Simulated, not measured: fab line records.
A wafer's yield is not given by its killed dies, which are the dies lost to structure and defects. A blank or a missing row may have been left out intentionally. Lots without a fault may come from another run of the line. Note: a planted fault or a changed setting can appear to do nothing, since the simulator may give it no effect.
Struck lot and sound lot, side by side    flow n5Finfet    20 steps out of a route of 1938
Sound: the wafers L620.2, L620.3, L620.5. Wafers struck: L632.2, L632.3, L632.6. The cause is named last.
At each step with rows: each side's tool, then ch and its chambers, then its first start. Under that, the readings that differ: sound wafers    struck wafers    difference of the means    sigmas: that difference in standard deviations of wafers without a fault.
alike: readings whose means differ by less than 2 such deviations, and words and numbers that are the same on both sides. not compared: withheld readings, readings that some wafer has no value for, bounds like >300 that may hide the same value, and numbers for which the record gives no deviation and whose values overlap.
Wherever a step has rows on one side only, a row that says differs or no value, or a row with sigmas, the two part there. Non-overlapping numbers with no deviation appear without sigmas and do not part them. A reading missing from all wafers of one side parts the sides only when that side holds two or more wafers.

first, 9 steps without rows for these wafers: N5_FIN_SAQP_EXPOSE_13 (exposes mask FIN CORE, target cd 35.6 nm); N5_FIN_SAQP_PEB_14 (peb time 60 s); N5_FIN_SAQP_DEVELOP_15 (develop time 30 s); N5_FIN_SAQP_DESCUM_21 (chemistry O2, time 7.9 s); N5_FIN_SAQP_ETCH_51 (etches SiARC in CF4, target depth 45.5 nm, time 75.8 s); N5_FIN_SAQP_ETCH_52 (etches SOC in N2/H2, target depth 100 nm, overetch 20 nm, time 150 s); N5_FIN_SAQP_STRIP_53 (strips in N2/H2); N5_FIN_SAQP_HM_OPEN_73 (chemistry CHF3/O2, target SiO2, stops on a-Si, target depth 12 nm, time 16.8 s); N5_FIN_SAQP_STRIP_74 (strips in CHF3/O2).
N5_FIN_SAQP_MANDREL_ETCH_22: etches a-Si in HBr/Cl2, stops on SiNx, target depth 60 nm, bt time 10 s, time 30 s.
  sound on rieSi-02 ch 0,1,3, day 2 10:56; struck on rieSi-02 ch 0,2, day 5 10:38
reading                                     sound              struck                   difference  sigmas
oesProductAu (a.u.)                         0.775 0.791 0.773  0.689 0.678 0.679        -0.098      -8
overEtchFrac                                0.5 0.5 0.5        0.87506 0.87506 0.87506  +0.37506    
model.SOC_of_FIN_SAQP_COAT_49.thkNm (nm)    77.18 75.98 77.26  71.57 70.73 71.47        -5.55       
model.SiNx_of_FIN_SAQP_PECVD_48.thkNm (nm)  24.06 24.73 24.18  22.05 21.99 22.95        -1.99       
  alike: drypumpMotorCurrentA, heBacksideLeakSccm, throttleValvePct
  not compared: rfHoursCounterH
then, 7 steps without rows for these wafers: N5_FIN_SAQP_STRIP_55 (strips in N2/H2); N5_FIN_SAQP_STRIP_23 (strips in SPM, time 750 s); N5_FIN_SAQP_SRD_66 (time 30 s); N5_FIN_SAQP_RECESS_75 (chemistry HF/NH3, target SiO2, target depth 14.4 nm, afs cycles 3, sublimation time 60 s); N5_FIN_SAQP_SPACER1_ALD_24 (deposits SiO2, target thk 20.3 nm, pulse time 1 s, purge time 2 s); N5_FIN_SAQP_SPACER1_ETCHBACK_25 (etches SiO2 in CHF3/O2, target depth 24.4 nm, time 12.2 s); N5_FIN_SAQP_MANDREL1_REMOVE_56 (chemistry HBr/Cl2/O2, target a-Si, stops on SiNx, bt time 10 s).
N5_FIN_SAQP_ETCH_57: etches SiNx in CH3F/O2, target depth 32.5 nm, time 46.4 s.
  sound on rieDiel-01 ch 0,2,3, day 2 12:43; struck on rieDiel-03 ch 0,1,3, day 5 12:26
reading                  sound              struck             difference  sigmas
etchRfOnTimeS (s)        44.4 44.6 45.0     40.4 40.8 42.8     -3.3        -3
model.etch.depthNm (nm)  24.06 24.73 24.18  22.05 21.99 22.95  -1.99       
  alike: drypumpMotorCurrentA, oesProductAu, rfVppV, showerheadPlenumPTorr, throttleValvePct
  not compared: rfHoursCounterH
then, 1 step without rows for these wafers: N5_FIN_SAQP_ETCH_65 (etches SiO2 in CF4, target depth 4 nm, time 4.4 s).
-- the record jumps here: 6 days lie between the struck wafers' starts before and after (it left off in module FIN_SAQP and takes up again in module BEOL_M4, whose first step shown is number 1111 of the route) --
N5_BEOL_M4_RC_MEAS_101:
  sound on prober-01 ch 0, day 8 09:57; struck on prober-01 ch 0, day 11 22:25
  alike: DIBL_N, DIBL_P, IOFF_N, IOFF_P, ION_N, ION_P, SS_N, SS_P, VT_N, VT_P

== WHERE THEY PART ==
Last at N5_FIN_SAQP_ETCH_57 as far as this record goes, first at N5_FIN_SAQP_MANDREL_ETCH_22. Later steps at which nothing parts them and some readings are alike: N5_BEOL_M4_RC_MEAS_101.

WHY: whatever the simulator had introduced
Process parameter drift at N5_FIN_SAQP_MANDREL_ETCH_22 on rieSi-02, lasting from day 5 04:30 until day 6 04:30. From 0.5, the setting overEtchFrac moved by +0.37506. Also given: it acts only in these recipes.
